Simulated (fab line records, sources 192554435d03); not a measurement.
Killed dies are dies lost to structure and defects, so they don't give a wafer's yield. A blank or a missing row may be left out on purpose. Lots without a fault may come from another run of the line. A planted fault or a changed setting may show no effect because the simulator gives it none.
Split-lot experiment | flow n5_finfet | 7 lots, 21 wafers read, on a route of 1938 steps

THE SPLIT
At N5_DUMMY_GATE_HM_DEP_06 (deposits SiNx from DCS/NH3, target thk 80 nm, time 5141 s), the setting time_s was moved away from the recipe's 5141 s on 15 of the 21 wafers read, by -10.7% to +4.1%. The other wafers ran this setting at the recipe's value.

The reading is taken at the split's own step.

THE READING
SiNx_of_DUMMY_GATE_HM_DEP_06.thk_nm (the simulator's own value, which no gauge read), in nm, at N5_DUMMY_GATE_HM_DEP_06 (deposits SiNx from DCS/NH3, target thk 80 nm, time 5141 s). The file gives no usual value for it. The 6 wafers here that ran the recipe average 80.6 nm, standard deviation 0.31 nm.

wafer  | tool, chamber at the split | time_s as run, s | against the recipe | SiNx_of_DUMMY_GATE_HM_DEP_06.thk_nm, nm | against lot-mates on the recipe
L075.2 | -, -                       | 4625             | -10.0%             | 71.8                                    | no lot-mate on the recipe
L075.3 | -, -                       | 4625             | -10.0%             | 71.2                                    | no lot-mate on the recipe
L075.6 | -, -                       | 4625             | -10.0%             | 70.6                                    | no lot-mate on the recipe
L079.1 | -, -                       | 4590             | -10.7%             | 71.2                                    | no lot-mate on the recipe
L079.2 | -, -                       | 4590             | -10.7%             | 71.2                                    | no lot-mate on the recipe
L079.5 | -, -                       | 4590             | -10.7%             | 71.8                                    | no lot-mate on the recipe
L085.1 | -, -                       | 5350             | +4.1%              | 82                                      | no lot-mate on the recipe
L085.4 | -, -                       | 5350             | +4.1%              | 82.4                                    | no lot-mate on the recipe
L085.5 | -, -                       | 5350             | +4.1%              | 82.6                                    | no lot-mate on the recipe
L087.2 | lpcvd-01, 1/70             | 5141             | recipe             | 80.8                                    | -
L087.5 | lpcvd-01, 1/84,1/89        | 5141             | recipe             | 80.2                                    | -
L087.6 | lpcvd-01, 1/84,1/89        | 5141             | recipe             | 80.2                                    | -
L088.2 | -, -                       | 4753             | -7.5%              | 73.2                                    | no lot-mate on the recipe
L088.4 | -, -                       | 4753             | -7.5%              | 73                                      | no lot-mate on the recipe
L088.5 | -, -                       | 4753             | -7.5%              | 73.4                                    | no lot-mate on the recipe
L092.1 | -, -                       | 5141             | recipe             | 80.6                                    | -
L092.2 | -, -                       | 5141             | recipe             | 81                                      | -
L092.5 | -, -                       | 5141             | recipe             | 80.8                                    | -
L097.2 | -, -                       | 4928             | -4.1%              | 77.2                                    | no lot-mate on the recipe
L097.3 | -, -                       | 4928             | -4.1%              | 77.2                                    | no lot-mate on the recipe
L097.4 | -, -                       | 4928             | -4.1%              | 76.8                                    | no lot-mate on the recipe
Where a row lists several chambers, the file gives one row for several wafers and doesn't say which wafer went through which chamber.

THE FIT
A straight line over all 21 wafers: SiNx_of_DUMMY_GATE_HM_DEP_06.thk_nm changes by +0.825 nm for each +1% of time_s; r = +0.99; the points scatter about the line by 0.72 nm.
Too few moved wafers have a lot-mate on the recipe to fit a line with each lot's own level taken away.

THE FILE'S OWN FIT
SiNx_of_DUMMY_GATE_HM_DEP_06.thk_nm changes by +0.825 nm for each +1% of time_s, r = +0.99.
